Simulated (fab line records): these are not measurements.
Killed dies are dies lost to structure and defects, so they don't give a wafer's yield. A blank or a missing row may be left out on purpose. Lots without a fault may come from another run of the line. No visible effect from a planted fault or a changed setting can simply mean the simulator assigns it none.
Chamber matching + flow n5_finfet + N5_BEOL_M7_ETCH_65 on rie_diel-03 has 4 sister chambers
The step etches SiARC in CF4, target depth 15.6 nm, time 26 s. 16 wafers are shown with their chamber, then 8 later ones without.

## WAFERS, EACH WITH ITS CHAMBER
| wafer  | chamber | showerhead_plenum_p_Torr (Torr) | drypump_motor_current_A (A) | throttle_valve_pct (%) |
|--------|---------|---------------------------------|-----------------------------|------------------------|
| L076.4 | 3       | 2.06                            | 5.7                         | 16.04                  |
| L076.5 | 1       | 2.11                            | 5.6                         | 15.52                  |
| L076.6 | 2       | 2.23                            | 5.2                         | 15.87                  |
| L078.2 | 3       | 2.05                            | 5.7                         | 16.03                  |
| L078.4 | 2       | 2.22                            | 5.1                         | 15.89                  |
| L078.6 | 1       | 2.11                            | 5.5                         | 15.54                  |
| L083.2 | 0       | 1.98                            | 5.7                         | 15.71                  |
| L083.3 | 2       | 2.22                            | 5.2                         | 15.91                  |
| L083.6 | 1       | 2.10                            | 5.6                         | 15.56                  |
| L086.2 | 0       | 1.97                            | 5.7                         | 15.71                  |
| L086.3 | 3       | 2.05                            | 5.7                         | 16.08                  |
| L086.5 | 1       | 2.10                            | 5.6                         | 15.56                  |
| L087.3 | 3       | 2.05                            | 5.7                         | 16.10                  |
| L087.5 | 1       | 2.10                            | 5.6                         | 15.58                  |
| L087.6 | 2       | 2.22                            | 5.2                         | 15.93                  |
| L096.1 | 1       | 2.09                            | 5.6                         | 15.63                  |

SIGNATURES, as means of the wafers listed above
| reading                  | chamber 0 | chamber 1 | chamber 2 | chamber 3 | scatter within a chamber |
|--------------------------|-----------|-----------|-----------|-----------|--------------------------|
| showerhead_plenum_p_Torr | 1.9750    | 2.1017    | 2.2225    | 2.0525    | 0.00635                  |
| drypump_motor_current_A  | 5.700     | 5.583     | 5.175     | 5.700     | 0.0363                   |
| throttle_valve_pct       | 15.7100   | 15.5650   | 15.9000   | 16.0625   | 0.0322                   |
Rule: for each reading, subtract the chamber's mean from the wafer's reading, divide by that reading's scatter and square the result; add these up over the readings and take the root, which gives the wafer's distance from the chamber. The wafer belongs to the nearest chamber; if the next one is less than 2 further off, it can't be placed. The scatter: the root of (the sum of the squares of (reading less its chamber's mean) over the shown wafers, divided by (wafers less chambers)).

## WAFERS WHOSE CHAMBER IS MISSING
| wafer  | showerhead_plenum_p_Torr (Torr) | drypump_motor_current_A (A) | throttle_valve_pct (%) |
|--------|---------------------------------|-----------------------------|------------------------|
| L096.3 | 2.04                            | 5.7                         | 16.12                  |
| L096.4 | 2.21                            | 5.1                         | 15.98                  |
| L095.1 | 1.97                            | 5.7                         | 15.74                  |
| L095.2 | 2.21                            | 5.1                         | 15.97                  |
| L095.5 | 2.21                            | 5.1                         | 15.98                  |
| L097.1 | 2.04                            | 5.7                         | 16.15                  |
| L097.2 | 1.97                            | 5.7                         | 15.77                  |
| L097.5 | 2.21                            | 5.1                         | 15.95                  |

## EACH ONE'S CHAMBER
| wafer  | from the rows above | in truth |
|--------|---------------------|----------|
| L096.3 | 3                   | 3        |
| L096.4 | 2                   | 2        |
| L095.1 | 0                   | 0        |
| L095.2 | 2                   | 2        |
| L095.5 | 2                   | 2        |
| L097.1 | 3                   | 3        |
| L097.2 | 0                   | 0        |
| L097.5 | 2                   | 2        |
Correctly placed: 8 of 8. Number that these rows cannot place: 0. 0 placed wrongly.
